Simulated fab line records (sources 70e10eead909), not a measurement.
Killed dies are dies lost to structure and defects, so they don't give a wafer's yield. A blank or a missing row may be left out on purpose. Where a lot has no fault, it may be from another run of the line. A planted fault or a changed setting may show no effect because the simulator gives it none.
Matching of chambers | flow nand harc | 4 sister chambers for NHARC_A_CHANNEL_FILL_D2_ALD_02 on ald hk-02
The step deposits SiO2, target thk 6 nm, pulse time 10 s, ald cycles 60. 20 wafers are shown with their chamber, then 10 later ones without.

== EACH WAFER AND ITS CHAMBER ==
wafer  | chamber | heater power w (W) | precursor pulse height rel
L075.3 | 1       | 451                | 1.007
L075.4 | 0       | 455                | 1.028
L075.6 | 0       | 449                | 1.004
L075.1 | 3       | 495                | 1.019
L075.2 | 2       | 474                | 1.036
L075.5 | 1       | 443                | 1.004
L080.1 | 3       | 473                | 1.004
L080.3 | 2       | 483                | 1.004
L080.6 | 3       | 477                | 1.006
L081.2 | 3       | 474                | 1.033
L081.4 | 2       | 485                | 0.993
L081.5 | 3       | 476                | 1.057
L082.2 | 1       | 450                | 0.986
L082.4 | 0       | 421                | 1.020
L082.6 | 3       | 472                | 1.021
L084.3 | 2       | 489                | 1.029
L084.5 | 1       | 450                | 0.978
L084.6 | 2       | 484                | 0.966
L086.1 | 3       | 480                | 0.957
L086.5 | 0       | 418                | 1.014

SIGNATURES (means of the wafers above)
reading                    | chamber 0 | chamber 1 | chamber 2 | chamber 3 | scatter within a chamber
heater power w             | 435.75    | 448.50    | 483.00    | 478.14    | 10.1
precursor pulse height rel | 1.01650   | 0.99375   | 1.00560   | 1.01386   | 0.0247
Rule: a wafer lies at a distance from a chamber equal to the root of the sum of squares, over the readings, of (its reading less the chamber's mean, divided by the reading's scatter). If the next closest chamber is less than 2 further off than the closest, the wafer can't be placed; otherwise it belongs to the closest. How the scatter is found: for the shown wafers, subtract from each reading the mean of its chamber, square and add these, divide the total by (wafers less chambers), then take the root.

== WAFERS WITH NO CHAMBER GIVEN ==
wafer  | heater power w (W) | precursor pulse height rel
L086.6 | 492                | 1.004
L088.4 | 424                | 1.016
L088.5 | 504                | 1.008
L088.6 | 455                | 0.982
L092.3 | 433                | 0.982
L092.5 | 464                | 1.020
L092.6 | 435                | 1.054
L096.1 | 478                | 1.016
L096.2 | 474                | 0.996
L096.3 | 449                | 0.963

== THE CHAMBER EACH PASSED THROUGH ==
wafer  | from the rows above               | in truth
L086.6 | can't be placed: 2 or 3           | 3
L088.4 | can't be placed: 0 or 1           | 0
L088.5 | can't be placed: 2 or 3           | 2
L088.6 | can't be placed: 1 or 0 or 3      | 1
L092.3 | can't be placed: 0 or 1           | 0
L092.5 | can't be placed: 3 or 1 or 2 or 0 | 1
L092.6 | can't be placed: 0 or 1           | 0
L096.1 | can't be placed: 3 or 2           | 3
L096.2 | can't be placed: 3 or 2 or 1      | 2
L096.3 | can't be placed: 1 or 0           | 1
Correctly placed: 0 of 10. From these rows, 10 cannot be placed; in 10 the true chamber is one of the candidates. Number placed wrongly: 0.
